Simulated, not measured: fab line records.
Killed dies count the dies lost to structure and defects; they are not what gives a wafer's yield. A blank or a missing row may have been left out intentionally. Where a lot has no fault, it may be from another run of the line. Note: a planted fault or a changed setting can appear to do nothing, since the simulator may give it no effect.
fab line records -- flow nandHarc
[record] lots = 14, wafers = 41, lastDay = 35
route steps=1302 shown A_ONON_D1@427 A_CHANNEL_HOLE_D1@451
lots with no fault: from the same line, run without faults
startH: hours from the record's first day to the start of the lot's first wafer shown -- waitH: how many hours have passed since the lot's step before this one -- " the same as in the row above -- L1.1+2: a single row standing in for several wafers -- - no value, or no start was given -- * or withheld: withheld -- < > ~ a bound
route shown NAME@n: NAME is a module with steps in the file, n the number in the route of the first one -- usual: mean/standard deviation of fault-free wafers -- same: alike in all rows -- chamber/n: place in a boat -- sites: the reading at each site -- _std_site: how widely they spread, as a standard deviation -- _edge_site: the outer-site mean with the inner-site mean subtracted -- radiusMm: for every site, how far away it sits from the centre of the wafer -- mask NAME#n: copy n -- behind: the most recent tool/chamber to have shaped the wafer -- hold: why the lot was held/for how many hours/how that ended -- device: names the non-switching transistor (n, p or np) -- end of line: tests run on the same wafers once the route is complete -- a step with no rows: only its recipe -- killed: not the wafer's yield, but the dies lost to structure and defects at the first sort -- map: the dies of a wafer, with x for killed, . for not killed, _ for no die there
set.NAME: setting as actually run; set.NAME@STEP: the setting as run at that earlier step -- model.NAME: the simulator's own value behind a step, which no gauge read
one table for each step of the route and one row for each wafer, over a sample of lots
services: the hour from which a tool's chamber was out of use, counted from the record's first day as startH (under 0 if before that day), plus the number of hours and why
[[steps]]
[step NHARC_A_ONON_D1_THK_MEAS_05]
[recipe] thkMeasGauge = ellipsometry
[usual] thkNm = 1001/7.6
lot.wafer,tool,chamber,startH,waitH,thkNm
L527.2,filmMetro-01,-,158.69,-,1006
L527.3,filmMetro-01,-,158.69,-,1003
L527.5,filmMetro-01,-,158.69,-,1004
L528.1,filmMetro-01,-,171.69,-,1015
L528.3,filmMetro-01,-,171.69,-,1013
L528.4,filmMetro-01,-,171.69,-,1014
L530.1,filmMetro-02,-,190.67,-,1012
L530.5,filmMetro-02,-,190.67,-,1013
L530.6,filmMetro-02,-,190.67,-,1014
L531.1,filmMetro-01,-,261.20,-,995
L531.3,filmMetro-01,-,261.20,-,995
L531.5,filmMetro-01,-,261.20,-,995
L534.1,filmMetro-02,-,261.21,-,1004
L534.3,filmMetro-02,-,261.21,-,1004
L534.6,filmMetro-02,-,261.21,-,1004
L535.2,filmMetro-01,-,261.21,-,1007
L535.3,filmMetro-01,-,261.21,-,1006
L535.6,filmMetro-01,-,261.21,-,1008
L533.2,filmMetro-01,-,268.51,-,999
L533.4,filmMetro-01,-,268.51,-,1000
L541.3,filmMetro-01,-,302.24,-,1004
L541.4,filmMetro-01,-,302.24,-,1004
L541.5,filmMetro-01,-,302.24,-,1004
L543.1,filmMetro-02,-,321.67,-,1009
L543.3,filmMetro-02,-,321.67,-,1010
L543.5,filmMetro-02,-,321.67,-,1009
L545.1,filmMetro-02,-,347.45,-,1014
L545.5,filmMetro-02,-,347.45,-,1016
L545.6,filmMetro-02,-,347.45,-,1014
L547.1,filmMetro-02,-,359.96,-,993
L547.2,filmMetro-02,-,359.96,-,993
L547.3,filmMetro-02,-,359.96,-,992
L549.3,filmMetro-01,-,384.76,-,1010
L549.5,filmMetro-01,-,384.76,-,1010
L549.6,filmMetro-01,-,384.76,-,1011
L548.1,filmMetro-01,-,385.11,-,988
L548.3,filmMetro-01,-,385.11,-,989
L548.5,filmMetro-01,-,385.11,-,990
L550.2,filmMetro-01,-,397.95,-,1000
L550.3,filmMetro-01,-,397.95,-,999
L550.6,filmMetro-01,-,397.95,-,998
[step NHARC_A_CHANNEL_HOLE_D1_DEP_01]
[recipe] targetThkA = 1400, targetThkNm = 140, tempC = 400, pressureTorr = 3.5, flowSccm = 200, rfW = 350, material = SiON
[usual] heaterPowerW = 738/74
lot.wafer,tool,chamber,startH,waitH,heaterPowerW
L527.3,pecvd-02,0,175.41,1.0,804
L527.2,pecvd-02,1,175.41,1.0,812
L527.5,pecvd-02,0,175.41,1.0,777
L528.3,pecvd-01,2,188.21,1.0,659
L528.1,pecvd-01,1,188.21,1.0,761
L528.4,pecvd-01,2,188.21,1.0,665
L530.1,pecvd-01,2,204.97,1.6,695
L530.5,pecvd-01,2,204.97,1.6,586
L530.6,pecvd-01,1,204.97,1.6,713
L531.1,pecvd-03,0,278.15,1.8,841
L531.3,pecvd-03,2,278.15,1.8,778
L531.5,pecvd-03,2,278.15,1.8,779
L534.1,pecvd-01,2,279.35,1.6,685
L534.3,pecvd-01,0,279.35,1.6,832
L534.6,pecvd-01,2,279.35,1.6,690
L535.2,pecvd-03,2,279.88,1.3,765
L535.3,pecvd-03,1,279.88,1.3,714
L535.6,pecvd-03,0,279.88,1.3,843
L533.2,pecvd-01,1,286.70,1.3,728
L533.4,pecvd-01,2,286.70,1.3,670
L541.3,pecvd-01,0,324.36,1.0,835
L541.5,pecvd-01,0,324.36,1.0,840
L541.4,pecvd-01,1,324.36,1.0,649
L543.3,pecvd-01,0,337.08,1.0,898
L543.1,pecvd-01,1,337.08,1.0,609
L543.5,pecvd-01,1,337.08,1.0,602
L545.1,pecvd-03,2,363.68,1.6,732
L545.6,pecvd-03,1,363.68,1.6,806
L545.5,pecvd-03,2,363.68,1.6,761
L547.2,pecvd-01,2,376.65,1.3,650
L547.1,pecvd-01,0,376.65,1.3,787
L547.3,pecvd-01,1,376.65,1.3,727
L548.3,pecvd-01,1,401.36,1.0,651
L548.1,pecvd-01,2,401.36,1.0,662
L548.5,pecvd-01,2,401.36,1.0,688
L549.3,pecvd-02,1,402.80,1.0,739
L549.5,pecvd-02,2,402.80,1.0,700
L549.6,pecvd-02,1,402.80,1.0,758
L550.2,pecvd-01,2,414.37,1.3,633
L550.3,pecvd-01,1,414.37,1.3,632
L550.6,pecvd-01,1,414.37,1.3,654
[step NHARC_A_CHANNEL_HOLE_D1_SOFTBAKE_05]
[recipe] tempC = 105, timeS = 55
[usual] heaterPowerTotalW = 188.45/0.13
lot.wafer,tool,chamber,startH,waitH,heaterPowerTotalW
L527.2,lithoTrack-01,0,175,-,188.34
L527.3,lithoTrack-01,0,175,-,188.58
L527.5,lithoTrack-01,0,175,-,188.47
L528.1,lithoTrack-04,0,188,-,188.54
L528.3,lithoTrack-04,0,188,-,188.67
L528.4,lithoTrack-04,0,188,-,188.81
L530.1,lithoTrack-06,0,205,-,188.50
L530.5,lithoTrack-06,0,205,-,188.71
L530.6,lithoTrack-06,0,205,-,188.70
L531.1,lithoTrack-04,0,278,-,188.46
L531.3,lithoTrack-04,0,278,-,188.37
L531.5,lithoTrack-04,0,278,-,188.46
L534.1,lithoTrack-04,0,279,-,188.44
L534.3,lithoTrack-04,0,279,-,188.45
L534.6,lithoTrack-04,0,279,-,322.83
L535.2,lithoTrack-06,0,280,-,188.32
L535.3,lithoTrack-06,0,280,-,188.39
L535.6,lithoTrack-06,0,280,-,188.32
L533.2,lithoTrack-04,0,286,-,323.11
L533.4,lithoTrack-04,0,286,-,188.43
L541.3,lithoTrack-01,0,324,-,188.46
L541.4,lithoTrack-01,0,324,-,188.37
L541.5,lithoTrack-01,0,324,-,188.37
L543.1,lithoTrack-01,0,337,-,188.46
L543.3,lithoTrack-01,0,337,-,188.29
L543.5,lithoTrack-01,0,337,-,188.43
L545.1,lithoTrack-01,0,363,-,188.38
L545.5,lithoTrack-01,0,363,-,188.40
L545.6,lithoTrack-01,0,363,-,188.40
L547.1,lithoTrack-06,0,376,-,188.48
L547.2,lithoTrack-06,0,376,-,188.79
L547.3,lithoTrack-06,0,376,-,188.31
L548.1,lithoTrack-06,0,401,-,188.57
L548.3,lithoTrack-06,0,401,-,188.52
L548.5,lithoTrack-06,0,401,-,188.48
L549.3,lithoTrack-06,0,403,-,188.51
L549.5,lithoTrack-06,0,403,-,188.46
L549.6,lithoTrack-06,0,403,-,188.59
L550.2,lithoTrack-06,0,414,-,188.33
L550.3,lithoTrack-06,0,414,-,188.39
L550.6,lithoTrack-06,0,414,-,188.51
[step NHARC_A_CHANNEL_HOLE_D1_INSPECT_12]
[usual] rawDefectCount = 5.6/2.7
lot.wafer,tool,chamber,startH,waitH,rawDefectCount
L527.2,defectInspect-02,-,176.26,0.0,15
L527.3,defectInspect-02,-,176.26,0.0,3
L527.5,defectInspect-02,-,176.26,0.0,4
L528.1,defectInspect-01,-,188.93,0.0,9
L528.3,defectInspect-01,-,188.93,0.0,6
L528.4,defectInspect-01,-,188.93,0.0,8
L530.1,defectInspect-01,-,205.69,0.0,6
L530.5,defectInspect-01,-,205.69,0.0,4
L530.6,defectInspect-01,-,205.69,0.0,2
L531.1,defectInspect-02,-,278.99,0.0,4
L531.3,defectInspect-02,-,278.99,0.0,4
L531.5,defectInspect-02,-,278.99,0.0,5
L534.1,defectInspect-02,-,280.17,0.0,5
L534.3,defectInspect-02,-,280.17,0.0,5
L534.6,defectInspect-02,-,280.17,0.0,2
L535.2,defectInspect-02,-,280.72,0.0,5
L535.3,defectInspect-02,-,280.72,0.0,7
L535.6,defectInspect-02,-,280.72,0.0,4
L533.2,defectInspect-02,-,287.42,0.0,6
L533.4,defectInspect-02,-,287.42,0.0,5
L541.3,defectInspect-02,-,325.06,0.0,6
L541.4,defectInspect-02,-,325.06,0.0,4
L541.5,defectInspect-02,-,325.06,0.0,5
L543.1,defectInspect-01,-,337.90,0.0,3
L543.3,defectInspect-01,-,337.90,0.0,1
L543.5,defectInspect-01,-,337.90,0.0,2
L545.1,defectInspect-01,-,364.49,0.0,6
L545.5,defectInspect-01,-,364.49,0.0,10
L545.6,defectInspect-01,-,364.49,0.0,6
L547.1,defectInspect-02,-,377.49,0.0,10
L547.2,defectInspect-02,-,377.49,0.0,6
L547.3,defectInspect-02,-,377.49,0.0,10
L548.1,defectInspect-02,-,402.18,0.0,4
L548.3,defectInspect-02,-,402.18,0.0,6
L548.5,defectInspect-02,-,402.18,0.0,7
L549.3,defectInspect-01,-,403.46,0.0,2
L549.5,defectInspect-01,-,403.46,0.0,11
L549.6,defectInspect-01,-,403.46,0.0,10
L550.2,defectInspect-01,-,415.22,0.0,12
L550.3,defectInspect-01,-,415.22,0.0,3
L550.6,defectInspect-01,-,415.22,0.0,2
[[services]]
tool,chamber,startH,hours,kind
pecvd-02,-,151.43,2.5,repair
lithoTrack-01,-,155.00,7.0,pm
lithoTrack-06,-,179.00,7.0,pm
pecvd-03,-,185.00,13.0,pm
pecvd-03,0,185.00,13.0,ventCycle
pecvd-03,1,185.00,13.0,ventCycle
pecvd-03,2,185.00,13.0,ventCycle
lithoTrack-04,-,203.00,7.0,pm
pecvd-02,-,227.48,13.0,pm
pecvd-03,-,253.82,0.8,repair
pecvd-01,-,311.33,13.0,pm
pecvd-01,0,311.33,13.0,ventCycle
pecvd-01,1,311.33,13.0,ventCycle
pecvd-01,2,311.33,13.0,ventCycle
pecvd-01,0,324.33,-,clean
pecvd-01,1,324.33,-,clean
pecvd-01,2,324.33,-,clean
lithoTrack-06,-,325.39,-,consumableReplace:filter
lithoTrack-01,-,330.00,7.0,pm
lithoTrack-06,-,354.00,7.0,pm
pecvd-03,-,366.00,13.0,pm
lithoTrack-06,-,372.92,-,consumableReplace:filter
lithoTrack-04,-,378.00,7.0,pm
pecvd-02,-,408.48,13.0,pm
[[key]]
[firstSign] step = NHARC_A_CHANNEL_HOLE_D1_SOFTBAKE_05, reading = heaterPowerTotalW, direction = up, sigmas = 99+, usual = *, struck = *
effect none on later readings
metAt NHARC_A_CHANNEL_HOLE_D1_SOFTBAKE_05
struckLots L533,L534
struckWafers L533.2,L534.6
testerLeftOut L533,L534
notActingAt NHARC_A_ONON_D1_THK_MEAS_05,NHARC_A_CHANNEL_HOLE_D1_DEP_01,NHARC_A_CHANNEL_HOLE_D1_INSPECT_12
[fault] kind = processParameterDrift, tool = lithoTrack-04, chamber = -, onsetH = 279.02, steps = NHARC_A_CHANNEL_HOLE_D1_SOFTBAKE_05, channel = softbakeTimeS, offset = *, shape = step, endH = 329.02, scope = struckWafersOnly, actsIn = *, stated = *
// testerLeftOut: of these lots the tester's yield and bins aren't shown, on N5 and GAA mostly nor the transistor test; their killed dies are dies lost to structure and defects alone, not to doping, threshold or leakage, so they don't give the yield
